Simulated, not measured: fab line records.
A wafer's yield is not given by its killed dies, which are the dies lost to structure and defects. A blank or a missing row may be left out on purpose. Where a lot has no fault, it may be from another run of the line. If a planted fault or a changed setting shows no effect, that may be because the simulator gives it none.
Split-lot study :: flow n5-finfet :: route with 1938 steps; 7 lots, 21 wafers read

== ON THE SPLIT ==
At N5_BEOL_M13_SPUTTER_43 (material TaN, target thk 15 nm, time 24.19 s), the setting time-s was moved away from the recipe's 24.19 s on 6 of the 21 wafers read, by -6.2% to +12.6%. This setting was run at the recipe's value on the other wafers.

Reading taken at the split's own step.

== THE READING ==
TaN_of_BEOL_M13_SPUTTER_43.thk-nm (the simulator's own value, which no gauge read), in nm, at N5_BEOL_M13_SPUTTER_43 (material TaN, target thk 15 nm, time 24.19 s). No usual value for it is given in the file. Across the 15 wafers here that went through the recipe, the average is 15.1 nm and the standard deviation 0.19 nm.

wafer: L077.1
tool, chamber at the split: pvd-sputter-02, -
time-s as run, s: 27.18
against the recipe: +12.4%
TaN_of_BEOL_M13_SPUTTER_43.thk-nm, nm: 16.8
against lot-mates on the recipe: +2.0

wafer: L077.2
tool, chamber at the split: pvd-sputter-02, -
time-s as run, s: 27.18
against the recipe: +12.4%
TaN_of_BEOL_M13_SPUTTER_43.thk-nm, nm: 17
against lot-mates on the recipe: +2.2

wafer: L077.5
tool, chamber at the split: pvd-sputter-02, -
time-s as run, s: 24.19
against the recipe: recipe
TaN_of_BEOL_M13_SPUTTER_43.thk-nm, nm: 14.8
against lot-mates on the recipe: -

wafer: L078.1
tool, chamber at the split: pvd-sputter-02, -
time-s as run, s: 24.19
against the recipe: recipe
TaN_of_BEOL_M13_SPUTTER_43.thk-nm, nm: 15.2
against lot-mates on the recipe: -

wafer: L078.4
tool, chamber at the split: pvd-sputter-02, -
time-s as run, s: 24.19
against the recipe: recipe
TaN_of_BEOL_M13_SPUTTER_43.thk-nm, nm: 15.2
against lot-mates on the recipe: -

wafer: L078.2
tool, chamber at the split: pvd-sputter-02, -
time-s as run, s: 24.19
against the recipe: recipe
TaN_of_BEOL_M13_SPUTTER_43.thk-nm, nm: 15
against lot-mates on the recipe: -

wafer: L079.2
tool, chamber at the split: pvd-sputter-01, -
time-s as run, s: 24.19
against the recipe: recipe
TaN_of_BEOL_M13_SPUTTER_43.thk-nm, nm: 15.4
against lot-mates on the recipe: -

wafer: L079.6
tool, chamber at the split: pvd-sputter-01, -
time-s as run, s: 24.19
against the recipe: recipe
TaN_of_BEOL_M13_SPUTTER_43.thk-nm, nm: 15.4
against lot-mates on the recipe: -

wafer: L079.5
tool, chamber at the split: pvd-sputter-01, -
time-s as run, s: 24.19
against the recipe: recipe
TaN_of_BEOL_M13_SPUTTER_43.thk-nm, nm: 15
against lot-mates on the recipe: -

wafer: L080.3
tool, chamber at the split: pvd-sputter-01, -
time-s as run, s: 26.4
against the recipe: +9.1%
TaN_of_BEOL_M13_SPUTTER_43.thk-nm, nm: 16.2
against lot-mates on the recipe: +1.2

wafer: L080.4
tool, chamber at the split: pvd-sputter-01, -
time-s as run, s: 26.4
against the recipe: +9.1%
TaN_of_BEOL_M13_SPUTTER_43.thk-nm, nm: 16.2
against lot-mates on the recipe: +1.2

wafer: L080.6
tool, chamber at the split: pvd-sputter-01, -
time-s as run, s: 24.19
against the recipe: recipe
TaN_of_BEOL_M13_SPUTTER_43.thk-nm, nm: 15
against lot-mates on the recipe: -

wafer: L085.2
tool, chamber at the split: pvd-sputter-03, -
time-s as run, s: 24.19
against the recipe: recipe
TaN_of_BEOL_M13_SPUTTER_43.thk-nm, nm: 15.2
against lot-mates on the recipe: -

wafer: L085.5
tool, chamber at the split: pvd-sputter-03, -
time-s as run, s: 24.19
against the recipe: recipe
TaN_of_BEOL_M13_SPUTTER_43.thk-nm, nm: 15
against lot-mates on the recipe: -

wafer: L085.6
tool, chamber at the split: pvd-sputter-03, -
time-s as run, s: 27.24
against the recipe: +12.6%
TaN_of_BEOL_M13_SPUTTER_43.thk-nm, nm: 17
against lot-mates on the recipe: +1.9

wafer: L092.3
tool, chamber at the split: pvd-sputter-02, -
time-s as run, s: 24.19
against the recipe: recipe
TaN_of_BEOL_M13_SPUTTER_43.thk-nm, nm: 15
against lot-mates on the recipe: -

wafer: L092.4
tool, chamber at the split: pvd-sputter-02, -
time-s as run, s: 24.19
against the recipe: recipe
TaN_of_BEOL_M13_SPUTTER_43.thk-nm, nm: 15.4
against lot-mates on the recipe: -

wafer: L092.6
tool, chamber at the split: pvd-sputter-02, -
time-s as run, s: 22.68
against the recipe: -6.2%
TaN_of_BEOL_M13_SPUTTER_43.thk-nm, nm: 14.2
against lot-mates on the recipe: -1.0

wafer: L094.2
tool, chamber at the split: pvd-sputter-03, -
time-s as run, s: 24.19
against the recipe: recipe
TaN_of_BEOL_M13_SPUTTER_43.thk-nm, nm: 15
against lot-mates on the recipe: -

wafer: L094.3
tool, chamber at the split: pvd-sputter-03, -
time-s as run, s: 24.19
against the recipe: recipe
TaN_of_BEOL_M13_SPUTTER_43.thk-nm, nm: 15.2
against lot-mates on the recipe: -

wafer: L094.6
tool, chamber at the split: pvd-sputter-03, -
time-s as run, s: 24.19
against the recipe: recipe
TaN_of_BEOL_M13_SPUTTER_43.thk-nm, nm: 15.4
against lot-mates on the recipe: -

FIT RESULTS
A straight line over all 21 wafers: TaN_of_BEOL_M13_SPUTTER_43.thk-nm changes by +0.138 nm for each +1% of time-s; r = +0.97; the points scatter about the line by 0.18 nm.
The same after taking each lot's own level away (the mean of its wafers on the recipe; 21 wafers): +0.156 nm for each +1%; r = +0.98; scatter 0.16 nm.
According to that fit, moving time-s by its largest amount changes the reading by 2 nm.
The lots' own levels span 14.80 to 15.27 nm, that is 2.5 times the standard deviation above.
So the lot-to-lot level changes the slope: the two fits differ.
Check: +1.97 nm against its lot-mates is what the line predicts for one of the wafers moved furthest among these (+12.6%) when that wafer is left out of the fit. It came out at +1.9 nm against them.

== OTHER SPLITS ON THESE WAFERS ==
Before the reading, these wafers also passed through other splits. Each is held against what the fit with the lots' levels taken away leaves over:
other split on the same wafers: N5_BEOL_M11_EXPOSE_08 dose-mj
wafers away from the commonest value: 4
r with TaN_of_BEOL_M13_SPUTTER_43.thk-nm (lot level and that fit taken away): +0.14

other split on the same wafers: N5_BEOL_M12_ETCH_68 time-s
wafers away from the commonest value: 4
r with TaN_of_BEOL_M13_SPUTTER_43.thk-nm (lot level and that fit taken away): +0.16

other split on the same wafers: N5_BEOL_M12_ETCH_38 time-s
wafers away from the commonest value: 8
r with TaN_of_BEOL_M13_SPUTTER_43.thk-nm (lot level and that fit taken away): -0.11

== FILE'S OWN FIT ==
TaN_of_BEOL_M13_SPUTTER_43.thk-nm changes by +0.155 nm for each +1% of time-s, r = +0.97.
